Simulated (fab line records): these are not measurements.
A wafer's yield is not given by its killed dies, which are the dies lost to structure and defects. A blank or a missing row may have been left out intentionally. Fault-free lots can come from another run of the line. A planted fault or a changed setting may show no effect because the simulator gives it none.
Split-lot study + flow n5 finfet + 21 wafers read from 7 lots, route of 1938 steps

ON THE SPLIT
At N5_BEOL_M1_DEP_57 (deposits SiCN from 3MS/NH3, target thk 8 nm, time 14 s), the setting time s was moved away from the recipe's 14 s on 7 of the 21 wafers read, by -9.9% to +12.9%. This setting was run at the recipe's value on the other wafers.

The reading comes from the split's own step.

THE READING
SiCN_of_BEOL_M1_DEP_57.thk nm (the simulator's own value, which no gauge read), in nm, at N5_BEOL_M1_DEP_57 (deposits SiCN from 3MS/NH3, target thk 8 nm, time 14 s). The file does not state a usual value for it. Across the 14 wafers here that went through the recipe, the average is 8.0 nm and the standard deviation 0.14 nm.

| wafer  | tool, chamber at the split | time s as run, s | against the recipe | SiCN_of_BEOL_M1_DEP_57.thk nm, nm | against lot-mates on the recipe |
|--------|----------------------------|------------------|--------------------|-----------------------------------|---------------------------------|
| L074.1 | pecvd-04, 2                | 14.76            | +5.4%              | 8.6                               | +0.6                            |
| L074.3 | pecvd-04, 1                | 14.76            | +5.4%              | 8.4                               | +0.4                            |
| L074.5 | pecvd-04, 2                | 14               | recipe             | 8                                 | -                               |
| L075.3 | pecvd-04, 0                | 14               | recipe             | 7.8                               | -                               |
| L075.4 | pecvd-04, 1                | 14               | recipe             | 8                                 | -                               |
| L075.5 | pecvd-04, 2                | 15.8             | +12.9%             | 9.2                               | +1.3                            |
| L082.2 | pecvd-01, 2                | 14               | recipe             | 8.2                               | -                               |
| L082.3 | pecvd-01, 0                | 12.61            | -9.9%              | 7.2                               | -0.9                            |
| L082.4 | pecvd-01, 2                | 14               | recipe             | 8                                 | -                               |
| L087.1 | pecvd-04, 1                | 14.88            | +6.3%              | 8.2                               | +0.3                            |
| L087.4 | pecvd-04, 0                | 14               | recipe             | 8                                 | -                               |
| L087.5 | pecvd-04, 2                | 14               | recipe             | 7.8                               | -                               |
| L090.2 | pecvd-02, 2                | 14.95            | +6.8%              | 8.6                               | +0.8                            |
| L090.3 | pecvd-02, 0                | 14               | recipe             | 7.8                               | -                               |
| L090.4 | pecvd-02, 1                | 14.95            | +6.8%              | 8.4                               | +0.6                            |
| L094.3 | pecvd-04, 0,2              | 14               | recipe             | 8.2                               | -                               |
| L094.4 | pecvd-04, 0,2              | 14               | recipe             | 8.2                               | -                               |
| L094.5 | pecvd-04, 1                | 14               | recipe             | 8                                 | -                               |
| L097.1 | pecvd-01, 2                | 14               | recipe             | 8                                 | -                               |
| L097.4 | pecvd-01, 2                | 14               | recipe             | 8                                 | -                               |
| L097.2 | pecvd-01, 1                | 14               | recipe             | 7.8                               | -                               |
The file does not say which wafer passed through which chamber wherever a row lists several chambers: such a row stands for several wafers.

FIT RESULTS
A straight line over all 21 wafers: SiCN_of_BEOL_M1_DEP_57.thk nm changes by +0.0824 nm for each +1% of time s; r = +0.93; the points scatter about the line by 0.15 nm.
The same after taking each lot's own level away (the mean of its wafers on the recipe; 21 wafers): +0.0936 nm for each +1%; r = +0.97; scatter 0.12 nm.
According to that fit, moving time s by its largest amount changes the reading by 1.2 nm.
From 7.80 to 8.13 nm: that is the span of the lots' own levels, equal to 2.4 times the standard deviation above.
In other words, the slope is changed by the lot-to-lot level; the two fits disagree.
Check: +1.14 nm against its lot-mates is what the line predicts for one of the wafers moved furthest among these (+12.9%) when that wafer is left out of the fit. Against them it came out at +1.3 nm.

ADDITIONAL SPLITS CARRIED BY THESE WAFERS
Before the reading, these wafers also passed through other splits. Each is held against what the fit with the lots' levels taken away leaves over:
| other split on the same wafers            | wafers away from the commonest value | r with SiCN_of_BEOL_M1_DEP_57.thk nm (lot level and that fit taken away) |
|-------------------------------------------|--------------------------------------|--------------------------------------------------------------------------|
| N5_MOL_CONTACT_COAG_VIA_ETCH_117 bias w   | 7                                    | +0.21                                                                    |
| N5_BEOL_M0_SAQP_SPACER1_ALD_98 ald cycles | 8                                    | +0.05                                                                    |
| N5_BEOL_M1_COAT_61 spin rpm               | 6                                    | +0.12                                                                    |
| N5_BEOL_M1_COAT_05 spin rpm               | 9                                    | -0.48                                                                    |
| N5_BEOL_M1_ETCH_70 source w               | 8                                    | +0.18                                                                    |
| N5_BEOL_M1_TRENCH_ETCH_37 source w        | 5                                    | -0.06                                                                    |

FILE'S OWN FIT
SiCN_of_BEOL_M1_DEP_57.thk nm changes by +0.0924 nm for each +1% of time s, r = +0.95.
